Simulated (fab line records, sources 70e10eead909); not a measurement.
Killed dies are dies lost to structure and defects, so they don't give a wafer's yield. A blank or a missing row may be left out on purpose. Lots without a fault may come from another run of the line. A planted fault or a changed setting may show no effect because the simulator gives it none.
Which tool did it? | flow nand_harc | 12 lots, 36 wafers sampled, at 2 steps of a route of 1302

WHAT THE GAUGES READ, wafer by wafer
NHARC_A_M1_OVL_MEAS_10: pitch 240 nm.
lot  | measured     | on         | overlay_x_nm (nm)
L075 | day 23 10:43 | overlay-01 | 0.5 0.3 1.1
L077 | day 23 18:55 | overlay-02 | -0.4 -0.1 -0.6
L078 | day 24 17:15 | overlay-01 | -0.3 -0.1 0.2
L081 | day 25 09:47 | overlay-01 | 1.0 0.4 0.3
L084 | day 26 20:15 | overlay-01 | 1.5 1.3 1.8
L085 | day 27 09:51 | overlay-02 | 0.6 0.9 1.0
L089 | day 28 12:00 | overlay-01 | -0.3 0.1 -0.4
L088 | day 29 04:02 | overlay-01 | -0.8 -0.5 -1.0
L091 | day 30 09:56 | overlay-02 | -1.1 -0.6 -0.5
L092 | day 30 14:38 | overlay-01 | 0.0 0.0 -0.1
L095 | day 31 22:58 | overlay-02 | -0.5 -0.7 -0.8
L097 | day 32 15:59 | overlay-02 | -0.5 -0.6 -0.5

WHICH TOOL RAN EACH LOT (tool, then ch and the chambers of the sampled wafers, then the start)
lot  | NHARC_A_M0_CMP_23
L075 | cmp-02 ch 0,1,2, day 23 08:46
L077 | cmp-01 ch 0,1,2, day 23 17:07
L078 | cmp-01 ch 0,1,3, day 24 15:18
L081 | cmp-04 ch 0,1,2, day 25 07:53
L084 | cmp-02 ch 0,3, day 26 18:19
L085 | cmp-04 ch 2,3, day 27 07:56
L089 | cmp-01 ch 0,1,2, day 28 10:10
L088 | cmp-01 ch 0,1,2, day 29 02:06
L091 | cmp-04 ch 1,2,3, day 30 07:59
L092 | cmp-04 ch 0,1,3, day 30 12:44
L095 | cmp-01 ch 0,2,3, day 31 20:59
L097 | cmp-04 ch 1,2,3, day 32 14:07
- NHARC_A_M0_CMP_23: polishes, t overpolish 20 s, target thk 113.75 nm.

THE ANSWER, worked out from the rows above alone
Rule: what is usual is taken from the lots themselves. Put in order of their means at a reading, lots are off if they are a third of the lots or fewer, leave a main group of 4 or more, and stand apart from it by a gap of 3 or more times the standard deviation of the main group's means; of several such gaps the widest counts. A main group whose means are all the same, to the digits that the tables above print for the reading, isn't used. A lot without any number at a reading at which 4 lots or more have one is off too. The other lots that the step has rows for count as sound.
No lot is off at any reading shown: from this, nothing can be told.

WHAT THE SIMULATOR HAD PUT IN
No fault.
